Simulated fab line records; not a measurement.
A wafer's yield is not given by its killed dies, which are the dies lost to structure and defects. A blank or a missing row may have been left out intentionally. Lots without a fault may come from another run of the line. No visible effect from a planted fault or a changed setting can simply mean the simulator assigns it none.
Code-filled problem report in 8D (eight disciplines) form -- flow nand harc -- the parts of the form that need people (team, actions taken, sign-off) are left out

== 1. WHAT WENT WRONG ==
Wafers without a fault read 56, standard deviation 21; killed at array at NHARC_END_SORT_01 reads a mean of 674 on 5 wafers belonging to 3 lots. That is +29 standard deviations from the usual mean.
First seen on wafer L164.4, day 28 06:59, on prober-01. Wafers with a number at this step in the record: 40, from 14 lots. Rule for "out", or "out of limits": more than 4 standard deviations from the usual mean. Any other wafer with a number is counted as sound.

== 2. WHAT IT IS AND WHAT IT IS NOT ==
question,is,is not
which readings at this step,"killed at array, killed dies","killed at other, killed at periphery, killed open, killed short"
which lots,"L164, L166, L167","L156, L157, L158, L159, L161, L162, L171, L174, L175, L176, L177"
which wafers of those lots,"L164.4, L164.6, L166.6, L167.4, L167.6","L166.3, L167.2"
read on which gauges,"prober-01, prober-02",-
when,from day 28 06:59,"up to then (18 sound wafers); but 17 sound wafers of L166, L167, L171, L174, L175, L176, L177 came after"

== 3. THE SUSPECTS, EACH WITH WHAT RULES IT OUT ==
Counting: a tool at a process step up to the reading stays a suspect if it ran every lot that is out. Sound lots after the first of them don't rule it out here, since some wafers of a struck lot are sound.
- the gauge at NHARC_END_SORT_01: ruled out. 2 gauges (prober-01, prober-02) read the wafers that are out.
- pecvd-03 at NHARC_A_CHANNEL_HOLE_D1_DEP_01 (deposits SiON, target thk 140 nm): kept. Every lot that is out went through it, the first being L164 (day 12 02:19); the last sound lot it ran before that was L161 (day 10 18:41).
- plasma asher-01 at NHARC_THIN_TSV_STRIP_56 (strips in O2): kept. It ran every lot that is out and that the record shows at this step, first L166 (day 28 14:31); its last sound lot up to then is L162 (day 27 01:40). The record shows only 2 of the 3 lots at this step.
After counting, pecvd-03 at NHARC_A_CHANNEL_HOLE_D1_DEP_01 and plasma asher-01 at NHARC_THIN_TSV_STRIP_56 remain.

== 4. THE CAUSE (what the simulator had put in) ==
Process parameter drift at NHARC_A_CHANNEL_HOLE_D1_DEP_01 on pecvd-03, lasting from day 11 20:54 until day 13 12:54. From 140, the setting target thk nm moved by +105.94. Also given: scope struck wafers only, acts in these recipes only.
2 suspects survive the count, and this tool is in that group.

== 5. THE CHAIN OF EFFECTS, in route order ==
Each row: a reading where the mean over the struck wafers with a number is more than 3 standard deviations away from the usual. Only readings for which the record gives a usual standard deviation are gone through. hours: the time from each lot's start at the first step in this table that gives one to its start at this step, as a median over the lots. sigmas: the change in usual standard deviations.
hours,step,reading,usual,on struck wafers,change,sigmas
0,NHARC_END_SORT_01,killed at array,56,674,+618,+29
0,NHARC_END_SORT_01,killed dies,61,677,+616,+29

== 6. HOW IT WOULD HAVE BEEN CAUGHT EARLIER ==
Counted from the fault's start at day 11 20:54, it took 394 hours until the first out-of-limits reading at a measuring or inspecting step in this record, taken at day 28 06:59.
An alarm limit of 4 standard deviations would not have fired on the tool readings at NHARC_A_CHANNEL_HOLE_D1_DEP_01 for which the record gives a usual standard deviation, since none of them was out on any struck wafer.
By day 28 06:59 the whole set of lots that are out, 3 in number, had already begun NHARC_A_CHANNEL_HOLE_D1_DEP_01 on pecvd-03. A hold on the tool at that time would have spared none of them.
